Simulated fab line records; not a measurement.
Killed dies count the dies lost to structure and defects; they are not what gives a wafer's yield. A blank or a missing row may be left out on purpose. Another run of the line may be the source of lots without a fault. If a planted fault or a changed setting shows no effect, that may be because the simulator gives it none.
Chamber matching | flow n5 finfet | rie diel-05 running N5_BEOL_M8_STRIP_19: 4 sister chambers
The step strips in O2. 20 wafers are shown with their chamber, then 10 later ones without.

== EACH WAFER AND ITS CHAMBER ==
wafer  | chamber | drypump motor current A (A) | showerhead plenum p Torr (Torr) | throttle valve pct (%)
L074.1 | 3       | 5.8                         | 2.06                            | 16.73
L074.2 | 0       | 5.6                         | 2.03                            | 16.47
L074.6 | 2       | 6.2                         | 2.14                            | 16.57
L078.3 | 0       | 5.6                         | 2.03                            | 16.48
L078.5 | 2       | 6.2                         | 2.13                            | 16.59
L078.6 | 1       | 5.1                         | 2.04                            | 16.39
L077.2 | 0       | 5.7                         | 2.03                            | 16.49
L077.5 | 2       | 6.2                         | 2.13                            | 16.59
L077.6 | 1       | 5.1                         | 2.04                            | 16.38
L083.2 | 2       | 6.2                         | 2.13                            | 16.62
L083.5 | 2       | 6.2                         | 2.13                            | 16.62
L083.6 | 3       | 5.7                         | 2.05                            | 16.77
L081.1 | 2       | 6.2                         | 2.13                            | 16.62
L081.3 | 1       | 5.1                         | 2.04                            | 16.39
L081.5 | 1       | 5.1                         | 2.04                            | 16.40
L082.1 | 2       | 6.3                         | 2.13                            | 16.64
L082.4 | 3       | 5.7                         | 2.05                            | 16.79
L082.5 | 2       | 6.2                         | 2.13                            | 16.62
L087.1 | 0       | 5.6                         | 2.02                            | 16.50
L087.3 | 1       | 5.1                         | 2.03                            | 16.41

SIGNATURES (averages over the wafers above)
reading                  | chamber 0 | chamber 1 | chamber 2 | chamber 3 | scatter within a chamber
drypump motor current A  | 5.625     | 5.100     | 6.213     | 5.733     | 0.0378
showerhead plenum p Torr | 2.0275    | 2.0380    | 2.1313    | 2.0533    | 0.0044
throttle valve pct       | 16.4850   | 16.3940   | 16.6088   | 16.7633   | 0.0203
Rule: for each reading, subtract the chamber's mean from the wafer's reading, divide by that reading's scatter and square the result; add these up over the readings and take the root, which gives the wafer's distance from the chamber. If the next closest chamber is less than 2 further off than the closest, the wafer can't be placed; otherwise it belongs to the closest. The scatter is the square root of a quotient: the sum, over the shown wafers, of each reading's squared deviation from its chamber's mean, divided by wafers minus chambers.

== WAFERS MISSING THEIR CHAMBER ==
wafer  | drypump motor current A (A) | showerhead plenum p Torr (Torr) | throttle valve pct (%)
L087.5 | 6.3                         | 2.13                            | 16.63
L092.2 | 5.7                         | 2.05                            | 16.36
L092.3 | 6.3                         | 2.12                            | 16.65
L092.5 | 5.1                         | 2.03                            | 16.46
L093.1 | 6.2                         | 2.12                            | 16.66
L093.3 | 5.6                         | 2.02                            | 16.53
L093.6 | 5.1                         | 2.03                            | 16.48
L097.1 | 5.8                         | 2.04                            | 16.36
L097.2 | 6.2                         | 2.12                            | 16.66
L097.3 | 5.6                         | 2.01                            | 16.57

== EACH ONE'S CHAMBER ==
wafer  | from the rows above | in truth
L087.5 | 2                   | 2
L092.2 | 0                   | 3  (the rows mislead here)
L092.3 | 2                   | 2
L092.5 | 1                   | 1
L093.1 | 2                   | 2
L093.3 | 0                   | 0
L093.6 | 1                   | 1
L097.1 | 0                   | 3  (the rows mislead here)
L097.2 | 2                   | 2
L097.3 | 0                   | 0
Correctly placed: 8 of 10. From these rows, 0 cannot be placed. 2 placed wrongly.
